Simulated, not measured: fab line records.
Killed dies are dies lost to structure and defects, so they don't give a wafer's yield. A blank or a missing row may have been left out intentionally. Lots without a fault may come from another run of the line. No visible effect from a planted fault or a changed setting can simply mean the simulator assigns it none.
What tool caused it? ; flow nandHarc ; 6 lots, 18 wafers sampled, at 5 steps of a route of 1302

== WHAT THE GAUGES SHOWED, per wafer ==
NHARC_END_SORT_01.
lot;measured;on;killedAtArray
L253;day 25 09:04;prober-01;56 67 70
L256;day 27 07:38;prober-01;53 52 63
L258;day 27 08:28;prober-02;66 75 67
L264;day 30 13:02;prober-01;42 39 40
L271;day 32 19:13;prober-01;78 60 72
L274;day 34 17:55;prober-02;58 57 52

== EACH LOT AND THE TOOL THAT RAN IT (in order: tool; ch and the chambers of the sampled wafers; start) ==
lot;NHARC_A_CHANNEL_HOLE_D1_ETCH_23;NHARC_A_CHANNEL_FILL_D1_ALD_14;NHARC_A_CHANNEL_FILL_D1_ALD_15;NHARC_A_CHANNEL_FILL_D1_ALD_16
L253;harEtch-02 ch 0,1, day 9 11:02;aldHk-03 ch 1,3, day 9 22:20;aldSinBatch-01 ch 0, day 10 03:31 or earlier;aldHk-03 ch 1,3, day 10 03:31
L256;harEtch-01 ch 0,1, day 10 15:40;aldHk-01 ch 0,1,2, day 11 04:59;aldSinBatch-03 ch 0, day 11 10:14 or earlier;aldHk-03 ch 0,2,3, day 11 10:14
L258;harEtch-01 ch 0,1, day 11 20:59;aldHk-02 ch 1,3, day 12 08:26;aldSinBatch-01 ch 0, day 12 13:44 or earlier;aldHk-03 ch 0,1,3, day 12 13:44
L264;harEtch-01 ch 0,1, day 14 16:40;aldHk-03 ch 1,2, day 15 04:12;aldSinBatch-03 ch 0, day 15 09:27 or earlier;aldHk-03 ch 1,2,3, day 15 09:27
L271;harEtch-01 ch 0,1, day 17 00:38;aldHk-02 ch 0,1,2, day 17 11:52;aldSinBatch-03 ch 0, day 17 17:04 or earlier;aldHk-02 ch 0,2,3, day 17 17:04
L274;harEtch-02 ch 0,1, day 18 01:30;aldHk-02 ch 2,3, day 18 12:20;aldSinBatch-03 ch 0, day 18 17:31 or earlier;aldHk-03 ch 0,1,3, day 18 17:31
- NHARC_A_CHANNEL_HOLE_D1_ETCH_23: etches the open film in C4F8/O2/Ar, time 819 s, target depth 1600 nm.
- NHARC_A_CHANNEL_FILL_D1_ALD_14: deposits SiO2, target thk 2.5 nm, pulse time 10 s, ald cycles 25.
- NHARC_A_CHANNEL_FILL_D1_ALD_15: deposits SiNx, target thk 2 nm, pulse time 60 s, ald cycles 19.
- NHARC_A_CHANNEL_FILL_D1_ALD_16: deposits SiO2, target thk 1.5 nm, pulse time 10 s, ald cycles 15.

== THE ANSWER, worked out from the rows above alone ==
Rule: the lots themselves supply what counts as usual. The widest of any qualifying gaps counts: lots, ordered by their means at a reading, are off when they make up no more than a third of the lots, leave a main group of 4 or more, and stand apart from it by 3 or more times the standard deviation of that group's means. A main group whose means are all the same, to the digits that the tables above print for the reading, isn't used. Also off: a lot with no number at a reading for which 4 or more lots have one. The other lots that the step has rows for count as sound.
None of the lots is off at any reading shown; this tells nothing.

== WHAT THE SIMULATOR HAD PUT IN ==
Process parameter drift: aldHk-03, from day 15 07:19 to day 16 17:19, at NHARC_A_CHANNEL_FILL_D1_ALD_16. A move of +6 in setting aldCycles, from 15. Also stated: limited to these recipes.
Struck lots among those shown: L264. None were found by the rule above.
